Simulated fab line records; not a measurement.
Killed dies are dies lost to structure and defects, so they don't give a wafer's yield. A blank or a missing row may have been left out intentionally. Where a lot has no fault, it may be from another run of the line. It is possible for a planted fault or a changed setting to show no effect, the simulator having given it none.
Chamber matching -- flow nandHarc -- NHARC_A_STAIRCASE_ALD_420 on aldHk-01 has 4 sister chambers
The step deposits SiO2, target thk 20 nm, pulse time 6 s, ald cycles 200. 4 wafers are shown with their chamber, then 7 later ones without.

## WAFERS, EACH WITH ITS CHAMBER
wafer,chamber,heaterPowerW (W)
L087.1,2,431
L088.3,3,502
L096.1,0,450
L096.3,1,546

## WAFERS WITH NO CHAMBER GIVEN
wafer,heaterPowerW (W)
L096.4,510
L093.2,435
L093.4,515
L093.6,441
L097.1,531
L097.4,456
L097.5,510

## CHAMBER TAKEN BY EACH
wafer,from the rows above,in truth
L096.4,3,3
L093.2,can't be placed: 2 or 0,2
L093.4,can't be placed: 3 or 1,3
L093.6,can't be placed: 0 or 2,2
L097.1,can't be placed: 1 or 3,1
L097.4,can't be placed: 0 or 2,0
L097.5,3,3
2 of 7 placed correctly. From these rows, 5 cannot be placed; in 5 the true chamber is one of the candidates. Number placed wrongly: 0.
How it was worked out, from the rows above alone: a wafer's distance from a chamber is the root of the sum, over the readings, of the square of ((its reading less the chamber's mean) divided by the reading's scatter). The wafer belongs to the nearest chamber; if the next one is less than 2 further off, it can't be placed. A chamber's mean is the mean of its shown wafers. The scatter: with one shown wafer a chamber, the root of the mean of the squares of how far each hidden wafer lies from its nearest shown one.
